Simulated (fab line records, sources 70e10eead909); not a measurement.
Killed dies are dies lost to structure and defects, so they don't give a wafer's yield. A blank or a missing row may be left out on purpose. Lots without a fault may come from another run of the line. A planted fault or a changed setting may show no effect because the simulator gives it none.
fab line records | flow nand_harc
record lots=6 wafers=18 last_day=24
route steps=1159 shown P_GATE@205 P_CONTACT@217
lots that met no fault: from a run of the same line without faults
start_h: hours from the record's first day to the start of the lot's first wafer shown | wait_h: hours since the lot's step before | " the same as in the row above | L1.1+2: a row that stands for several wafers | - no value, or no start given | * or withheld: withheld | < > ~ a bound
route shown NAME@n: a module of which the file shows steps, and the number in the route of the first | usual: mean/standard deviation of fault-free wafers | same: alike in all rows | chamber/n: place in a boat | sites: the reading at each site | _std_site: their standard deviation | _edge_site: outer sites' mean less inner sites' | radius_mm: how far each site lies from the wafer's centre | mask NAME#n: copy n | behind: the tool/chamber that last shaped the wafer | hold: why the lot was held/for how many hours/how that ended | device: the transistor (n, p or np) that didn't switch | end of line: the same wafers' tests at the end of the route | a step without rows: its recipe alone | killed: dies lost to structure and defects at the first sort, not the wafer's yield | map: a wafer's dies, x killed, . not, _ none there
set.NAME: the setting as run; set.NAME@STEP: as run at that earlier step | model.NAME: the simulator's own value behind a step, which no gauge read
lots at some steps of the route; a table a step, a row a wafer
services: from which hour (start_h, from the record's first day; less than 0 if before it) a tool's chamber was out of use, for how many hours, and why
## steps
# step NHARC_P_GATE_STRIP_95
# recipe power_w=1500 temp_c=250 chemistry=O2
# usual drypump_motor_current_A=5.7/0.33 heater_power_w=352/42 rf_refl_power_W=25/6.6
# columns lot.wafer tool chamber start_h wait_h drypump_motor_current_A heater_power_w rf_hours_counter_h rf_refl_power_W
L504.1 plasma_asher-02 0 117.33 0.6 6.0 413 38 21
L504.4 " 0 " " 6.0 422 - 21
L504.6 " 0 " " 6.0 422 - 21
L506.1 plasma_asher-02 1 125.67 0.6 5.3 332 41 32
L506.4 " 1 " " 5.3 331 - 32
L506.6 " 1 " " 5.3 320 - 32
L508.1 plasma_asher-02 1 137.05 0.6 5.3 320 46 31
L508.2 " 0 " " 6.0 419 46 21
L508.6 " 1 " " 5.3 326 - 31
L510.1 plasma_asher-02 1 145.06 0.5 5.3 328 49 30
L510.3 " 0 " " 6.0 417 - 21
L510.5 " 0 " " 6.0 422 - 20
L521.1 plasma_asher-02 1 210.12 0.5 5.3 327 8 33
L521.4 " 1 " " 5.3 335 - 32
L521.5 " 0 " " 6.0 396 - 20
L526.1 plasma_asher-02 1 247.66 0.5 5.3 330 17 33
L526.4 " 0 " " 6.0 392 - 21
L526.3 " 1 " " 5.3 336 - 32
# step NHARC_P_GATE_STRIP_96
# recipe time_s=900 temp_c=130 chemistry=SPM
# step NHARC_P_GATE_RTA_64
# recipe temp_c=1050 time_s=1
# usual lamp_power_pct=32.7/0.98 wafer_temp_C_max=1054.6/1
# columns lot.wafer tool chamber start_h wait_h lamp_power_pct wafer_temp_C_max
L504.1 rtp_anneal-02 0 117.89 - 33.7 1054.0
L504.4 " 0 " " 33.6 1054.8
L504.6 " 0 " " 33.6 1053.6
L506.1 rtp_anneal-02 0 126.24 - 33.6 1055.5
L506.4 " 0 " " 33.6 1055.2
L506.6 " 0 " " 33.6 1055.5
L508.1 rtp_anneal-02 0 137.62 - 33.7 1053.3
L508.2 " 0 " " 33.6 1054.7
L508.6 " 0 " " 33.6 1054.8
L510.1 rtp_anneal-01 0 145.62 - 31.7 1054.5
L510.3 " 0 " " 31.7 1055.0
L510.5 " 0 " " 31.6 1054.6
L521.1 rtp_anneal-01 0 210.67 - 31.6 1054.1
L521.4 " 0 " " 31.7 1053.9
L521.5 " 0 " " 31.7 1057.0
L526.1 rtp_anneal-02 0 248.21 - 33.6 1054.7
L526.3 " 0 " " 33.6 1055.1
L526.4 " 0 " " 33.7 1054.8
# step NHARC_P_GATE_ETCH_77
# recipe target_depth_a=60 chemistry=dHF material=SiO2
# step NHARC_P_GATE_DEGAS_109
# recipe temp_c=300 time_s=60
# step NHARC_P_GATE_PRE_CLEAN_110
# recipe time_s=30 bias_v=200 gas=Ar
# step NHARC_P_GATE_SPUTTER_78
# recipe target_thk_a=100 material=Ni
# step NHARC_P_GATE_SPUTTER_79
# recipe target_thk_a=100 material=TiN
# step NHARC_P_GATE_RTA_80
# recipe temp_c=300 time_s=30
# usual lamp_power_pct=1.95/0.059 wafer_temp_C_max=301.2/0.3
# columns lot.wafer tool chamber start_h wait_h lamp_power_pct wafer_temp_C_max
L504.1 rtp_anneal-02 0 118.49 - 2.01 300.6
L504.4 " 0 " " 2.01 300.7
L504.6 " 0 " " 2.01 300.9
L506.1 rtp_anneal-02 0 126.84 - 2.00 301.0
L506.4 " 0 " " 2.00 300.9
L506.6 " 0 " " 2.00 301.0
L508.1 rtp_anneal-02 0 138.24 - 2.01 301.3
L508.2 " 0 " " 2.01 301.5
L508.6 " 0 " " 2.01 301.7
L510.1 rtp_anneal-02 0 146.23 - 2.00 301.0
L510.3 " 0 " " 2.00 300.7
L510.5 " 0 " " 2.00 300.9
L521.1 rtp_anneal-02 0 211.44 - 2.00 301.7
L521.4 " 0 " " 2.00 301.7
L521.5 " 0 " " 2.00 301.3
L526.1 rtp_anneal-02 0 248.82 - 2.00 301.0
L526.3 " 0 " " 2.00 301.1
L526.4 " 0 " " 2.00 301.1
# step NHARC_P_GATE_STRIP_67
# recipe time_s=600 temp_c=130 chemistry=SPM
# step NHARC_P_GATE_RTA_82
# recipe temp_c=450 time_s=30
# usual lamp_power_pct=3.81/0.11 wafer_temp_C_max=451.9/0.44
# columns lot.wafer tool chamber start_h wait_h lamp_power_pct wafer_temp_C_max
L504.1 rtp_anneal-01 0 118.95 - 3.71 452.1
L504.4 " 0 " " 3.70 452.3
L504.6 " 0 " " 3.71 451.2
L506.1 rtp_anneal-02 0 127.51 - 3.93 451.9
L506.4 " 0 " " 3.94 451.9
L506.6 " 0 " " 3.93 452.1
L508.1 rtp_anneal-01 0 138.70 - 3.71 452.2
L508.2 " 0 " " 3.71 452.9
L508.6 " 0 " " 3.71 452.7
L510.1 rtp_anneal-02 0 146.70 - 3.93 451.1
L510.3 " 0 " " 3.93 451.2
L510.5 " 0 " " 3.93 452.1
L521.1 rtp_anneal-02 0 211.90 - 3.94 452.0
L521.4 " 0 " " 3.94 451.1
L521.5 " 0 " " 3.94 452.2
L526.1 rtp_anneal-01 0 249.28 - 3.71 452.0
L526.3 " 0 " " 3.70 452.2
L526.4 " 0 " " 3.71 452.9
# step NHARC_P_GATE_INSPECT_68
# usual raw_defect_count=222/77
# columns lot.wafer tool chamber start_h wait_h raw_defect_count
L504.1 defect_inspect-02 - 119.14 0.2 191
L504.4 " - " " 225
L504.6 " - " " 148
L506.1 defect_inspect-02 - 127.72 0.2 169
L506.4 " - " " 220
L506.6 " - " " 102
L508.1 defect_inspect-01 - 138.90 0.2 241
L508.2 " - " " 268
L508.6 " - " " 215
L510.1 defect_inspect-02 - 146.89 0.2 141
L510.3 " - " " 87
L510.5 " - " " 104
L521.1 defect_inspect-01 - 212.10 0.2 333
L521.4 " - " " 321
L521.5 " - " " 366
L526.1 defect_inspect-01 - 249.48 0.2 378
L526.3 " - " " 381
L526.4 " - " " 186
# step NHARC_P_CONTACT_DEP_30
# recipe target_thk_a=300 temp_c=400 target_thk_nm=30 flow_sccm=200 rf_w=450 material=SiNx
# usual heater_power_w=737/140 susceptor_temp_C=400.02/0.22
# columns lot.wafer tool chamber start_h wait_h heater_power_w susceptor_temp_C
L504.1 pecvd-04 2 119.21 0.1 664 399.90
L504.6 " 0 " " 803 400.07
L504.4 " 1 " " 802 399.57
L506.1 pecvd-03 2 127.98 0.3 961 400.41
L506.4 " 0 " " 620 400.02
L506.6 " 2 " " 976 400.18
L508.1 pecvd-03 1 139.01 0.1 581 399.75
L508.2 " 2 " " 1054 400.22
L508.6 " 0 " " 688 400.23
L508.1 pecvd-03 1 139.47 - 597 400.66
L508.2 " 2 " " 1056 400.24
L508.6 " 0 " " 693 399.70
L510.3 pecvd-02 2 147.31 0.4 480 400.23
L510.1 " 0 " " 757 400.17
L510.5 " 0 " " 771 400.27
L510.3 pecvd-02 2 148.25 - 481 400.03
L510.1 " 0 " " 776 399.86
L510.5 " 0 " " 765 399.82
L521.1 pecvd-04 2 212.24 0.1 711 399.76
L521.4 " 1 " " 722 399.85
L521.5 " 2 " " 724 400.04
L526.1 pecvd-04 0 249.59 0.1 813 400.13
L526.3 " 1 " " 799 400.21
L526.4 " 1 " " 816 399.93
# step NHARC_P_CONTACT_DEP_00
# recipe target_thk_a=5000 temp_c=400 pressure_torr=6.5 rf_w=900 teos_flow_sccm=161.4 flow_sccm=2650 target_thk_nm=500 gas=O2 material=SiO2
# usual heater_power_w=591/130 mfc_precursor_sccm=161.4/0.5 showerhead_vpp_V=1816/90 susceptor_temp_C=400.01/0.24 throttle_valve_pct=15.7/0.57
# columns lot.wafer tool chamber start_h wait_h heater_power_w mfc_precursor_sccm showerhead_vpp_V susceptor_temp_C throttle_valve_pct
L504.1 pecvd-04 2 - - 596 161.6 1880 399.79 15.5
L504.6 " 0 " " 656 161.1 1711 400.38 16.4
L504.4 " 1 " " 681 161.6 1907 400.15 16.2
L506.1 pecvd-03 2 - - 936 162.3 1814 399.89 15.7
L506.4 " 0 " " 525 161.0 1786 399.94 14.6
L506.6 " 2 " " 758 161.8 1800 400.03 16.0
L508.1 pecvd-03 1 - - 474 161.2 1630 399.96 15.7
L508.2 " 2 " " 859 161.7 1794 400.05 15.9
L508.6 " 0 " " 517 161.5 1762 400.19 14.7
L510.3 pecvd-02 2 - - 360 161.6 1866 400.21 15.6
L510.1 " 0 " " 619 160.8 1985 400.02 15.8
L510.5 " 0 " " 489 161.0 1995 400.00 15.4
L521.1 pecvd-04 2 - - 525 161.2 1883 399.73 15.2
L521.4 " 1 " " 601 160.5 1904 399.81 16.2
L521.5 " 2 " " 571 161.6 1897 399.96 15.3
L526.1 pecvd-04 0 - - 639 161.9 1761 400.46 16.7
L526.3 " 1 " " 664 161.9 1885 400.22 16.5
L526.4 " 1 " " 690 162.1 1903 400.13 16.1
## services
# columns tool chamber start_h hours kind
pecvd-03 0 101.09 9.0 repair
pecvd-03 0 110.46 8.2 repair
pecvd-03 - 111.00 13.0 pm
pecvd-03 1 111.00 13.0 vent_cycle
pecvd-03 2 111.00 13.0 vent_cycle
pecvd-03 0 124.00 - clean
pecvd-03 1 124.00 - clean
pecvd-03 2 124.00 - clean
pecvd-02 - 153.00 13.0 pm
pecvd-03 1 168.71 2.0 repair
plasma_asher-02 - 183.76 9.0 pm
plasma_asher-02 0 183.76 9.0 vent_cycle
plasma_asher-02 1 183.76 9.0 vent_cycle
pecvd-03 - 191.38 0.8 repair
plasma_asher-02 0 192.76 - clean
plasma_asher-02 1 192.76 - clean
plasma_asher-02 - 195.00 1.2 repair
pecvd-04 - 196.68 13.0 pm
pecvd-04 0 196.68 13.0 vent_cycle
pecvd-04 1 196.68 13.0 vent_cycle
pecvd-04 2 196.68 13.0 vent_cycle
pecvd-04 0 209.68 - clean
pecvd-04 1 209.68 - clean
pecvd-04 2 209.68 - clean
## key
first_sign step=NHARC_P_CONTACT_DEP_30 reading=visit direction=added
effect none on later readings
met_at NHARC_P_CONTACT_DEP_30
struck_wafers L508.1,L508.2,L508.6,L510.1,L510.3,L510.5
sort_left_out L508.1,L508.2,L508.6,L510.1,L510.3,L510.5
tester_left_out L508,L510
fault kind=repeated_step_whole tool=pecvd-02,pecvd-03,pecvd-04 chamber=- onset_h=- steps=NHARC_P_CONTACT_DEP_30 times=1 scope=struck_lots_only
# tester_left_out: of these lots the tester's yield and bins aren't shown, on N5 and GAA mostly nor the transistor test; their killed dies are dies lost to structure and defects alone, not to doping, threshold or leakage, so they don't give the yield
# sort_left_out: the simulated sort isn't trusted on such a fault, so these wafers' sort isn't shown, and their yield isn't known
